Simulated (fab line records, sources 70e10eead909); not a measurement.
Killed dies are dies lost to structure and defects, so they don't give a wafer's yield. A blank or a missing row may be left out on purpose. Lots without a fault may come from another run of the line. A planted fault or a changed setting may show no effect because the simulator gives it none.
Which tool did it? | flow nand_harc | 11 lots, 33 wafers sampled, at 3 steps of a route of 1302

WHAT THE GAUGES READ, wafer by wafer
NHARC_P_GATE_CD_MEAS_11: target cd 1640 nm.
lot  | measured     | on        | cd_nm (nm)
L842 | day 4 11:45  | cd_sem-01 | 1640.7 1640.1 1641.6
L843 | day 4 16:04  | cd_sem-03 | 1640.6 1635.5 1640.9
L845 | day 5 14:37  | cd_sem-02 | 1640.8 1642.6 1640.0
L846 | day 5 23:22  | cd_sem-03 | 1641.4 1638.5 1640.3
L849 | day 7 05:35  | cd_sem-02 | 1637.2 1638.5 1637.8
L853 | day 8 19:17  | cd_sem-03 | 1639.1 1637.0 1639.2
L854 | day 9 07:24  | cd_sem-01 | - - -
L860 | day 12 05:29 | cd_sem-01 | 1638.2 1640.5 1639.5
L863 | day 13 08:07 | cd_sem-03 | 1638.1 1639.2 1640.5
L864 | day 13 08:16 | cd_sem-01 | 1640.0 1638.1 1638.7
L865 | day 14 03:01 | cd_sem-01 | 1639.9 1638.8 1640.7

WHICH TOOL RAN EACH LOT (tool, then ch and the chambers of the sampled wafers, then the start)
lot  | NHARC_P_ZERO_WELL_RTA_42         | NHARC_P_GATE_EXPOSE_08
L842 | rtp_anneal-01 ch 0, day 2 04:41  | krf_scanner-03 ch 0, day 4 11:36
L843 | rtp_anneal-01 ch 0, day 2 13:16  | krf_scanner-03 ch 0, day 4 15:55
L845 | rtp_anneal-02 ch 0, day 3 08:56  | krf_scanner-02 ch 0, day 5 14:27
L846 | rtp_anneal-02 ch 0, day 3 19:03  | krf_scanner-04 ch 0, day 5 23:13
L849 | rtp_anneal-01 ch 0, day 5 00:55  | krf_scanner-02 ch 0, day 7 05:25
L853 | rtp_anneal-01 ch 0, day 6 16:59  | krf_scanner-02 ch 0, day 8 19:08
L854 | rtp_anneal-02 ch 0, day 7 03:01  | krf_scanner-02 ch 0, day 9 07:15
L860 | rtp_anneal-02 ch 0, day 9 16:53  | krf_scanner-04 ch 0, day 12 05:19
L863 | rtp_anneal-02 ch 0, day 10 21:20 | krf_scanner-02 ch 0, day 13 07:58
L864 | rtp_anneal-01 ch 0, day 11 06:59 | krf_scanner-03 ch 0, day 13 08:07
L865 | rtp_anneal-02 ch 0, day 11 19:22 | krf_scanner-02 ch 0, day 14 02:51
- NHARC_P_ZERO_WELL_RTA_42: time 300 s.
- NHARC_P_GATE_EXPOSE_08: exposes mask P HV.

THE ANSWER, worked out from the rows above alone
Rule: what is usual is taken from the lots themselves. Put in order of their means at a reading, lots are off if they are a third of the lots or fewer, leave a main group of 4 or more, and stand apart from it by a gap of 3 or more times the standard deviation of the main group's means; of several such gaps the widest counts. A main group whose means are all the same, to the digits that the tables above print for the reading, isn't used. A lot without any number at a reading at which 4 lots or more have one is off too. The other lots that the step has rows for count as sound.
Off: L854, at NHARC_P_GATE_CD_MEAS_11 (cd_nm). Without a number there: L854. The main group: mean 1639.5 nm, standard deviation 0.96.
A tool fits if, at a process step before that reading, it ran every lot that is off, and no sound lot after the first of them. The gauges at NHARC_P_GATE_CD_MEAS_11 are tried like those tools. None of those tried fits.

WHAT THE SIMULATOR HAD PUT IN
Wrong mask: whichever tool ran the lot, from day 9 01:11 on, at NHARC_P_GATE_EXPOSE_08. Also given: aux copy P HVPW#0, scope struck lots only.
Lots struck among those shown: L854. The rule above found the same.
